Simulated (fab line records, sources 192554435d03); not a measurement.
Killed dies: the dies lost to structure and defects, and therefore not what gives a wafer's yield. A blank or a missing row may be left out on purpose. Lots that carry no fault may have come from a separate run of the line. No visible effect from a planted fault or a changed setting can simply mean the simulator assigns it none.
Which tool did it? + flow n5Finfet + 12 lots, 36 wafers sampled, at 4 steps of a route of 1938

## WHAT EACH GAUGE READ, for each wafer
N5_BEOL_M5_THK_MEAS_01.
| lot  | measured     | on           | M5_ILD_THK (nm)   |
|------|--------------|--------------|-------------------|
| L074 | day 8 10:46  | filmMetro-01 | 118.8 120.7 122.3 |
| L077 | day 9 06:41  | filmMetro-02 | 121.8 121.4 121.8 |
| L081 | day 9 12:52  | filmMetro-02 | 121.6 122.4 122.0 |
| L080 | day 9 14:42  | filmMetro-02 | 119.8 121.3 121.5 |
| L084 | day 10 16:08 | filmMetro-01 | 119.9 120.0 120.1 |
| L085 | day 10 18:08 | filmMetro-02 | 120.4 121.2 122.2 |
| L087 | day 11 09:01 | filmMetro-01 | 119.6 116.4 122.5 |
| L088 | day 11 15:35 | filmMetro-01 | 120.7 119.3 121.0 |
| L091 | day 11 22:13 | filmMetro-02 | 120.6 118.0 121.0 |
| L092 | day 12 22:11 | filmMetro-02 | 118.2 121.8 123.2 |
| L094 | day 13 06:56 | filmMetro-02 | 119.7 121.2 122.2 |
| L097 | day 13 12:27 | filmMetro-02 | 120.4 122.5 122.0 |

## TOOL THAT RAN EACH LOT (tool first, then ch and the chambers of the sampled wafers, then the start)
| lot  | N5_BEOL_M4_SURFACE_TREAT_85 | N5_BEOL_M4_SPUTTER_86       | N5_BEOL_M4_ANNEAL_87        |
|------|-----------------------------|-----------------------------|-----------------------------|
| L074 | pvdSputter-03, day 8 06:09  | pvdSputter-02, day 8 07:02  | pvdSputter-02, day 8 07:07  |
| L077 | pvdSputter-01, day 9 01:51  | pvdSputter-02, day 9 02:52  | pvdSputter-02, day 9 02:56  |
| L081 | pvdSputter-03, day 9 08:14  | pvdSputter-01, day 9 09:08  | pvdSputter-01, day 9 09:13  |
| L080 | pvdSputter-02, day 9 09:54  | pvdSputter-02, day 9 10:55  | pvdSputter-02, day 9 11:00  |
| L084 | pvdSputter-03, day 10 11:26 | pvdSputter-03, day 10 12:20 | pvdSputter-03, day 10 12:25 |
| L085 | pvdSputter-01, day 10 11:56 | pvdSputter-02, day 10 14:24 | pvdSputter-02, day 10 14:29 |
| L087 | pvdSputter-02, day 11 04:20 | pvdSputter-01, day 11 05:17 | pvdSputter-01, day 11 05:22 |
| L088 | pvdSputter-01, day 11 10:43 | pvdSputter-03, day 11 11:50 | pvdSputter-03, day 11 11:55 |
| L091 | pvdSputter-02, day 11 17:13 | pvdSputter-01, day 11 18:26 | pvdSputter-01, day 11 18:31 |
| L092 | pvdSputter-02, day 12 17:23 | pvdSputter-01, day 12 18:18 | pvdSputter-01, day 12 18:23 |
| L094 | pvdSputter-01, day 13 02:13 | pvdSputter-01, day 13 03:11 | pvdSputter-01, day 13 03:16 |
| L097 | pvdSputter-02, day 13 07:25 | pvdSputter-02, day 13 08:42 | pvdSputter-02, day 13 08:47 |
- N5_BEOL_M4_SURFACE_TREAT_85
- N5_BEOL_M4_SPUTTER_86: material Cu, target thk 4.5 nm, time 8.29 s.
- N5_BEOL_M4_ANNEAL_87: time 240 s.

## THE ANSWER, worked out from the rows above alone
Rule: usual is defined by the lots themselves. Put in order of their means at a reading, lots are off if they are a third of the lots or fewer, leave a main group of 4 or more, and stand apart from it by a gap of 3 or more times the standard deviation of the main group's means; of several such gaps the widest counts. Not used: any main group whose means are identical at the precision the tables above print for the reading. A lot without any number at a reading at which 4 lots or more have one is off too. Where the step has rows for the other lots, those lots are counted as sound.
None of the lots is off at any reading shown; this tells nothing.

## WHAT THE SIMULATOR HAD PUT IN
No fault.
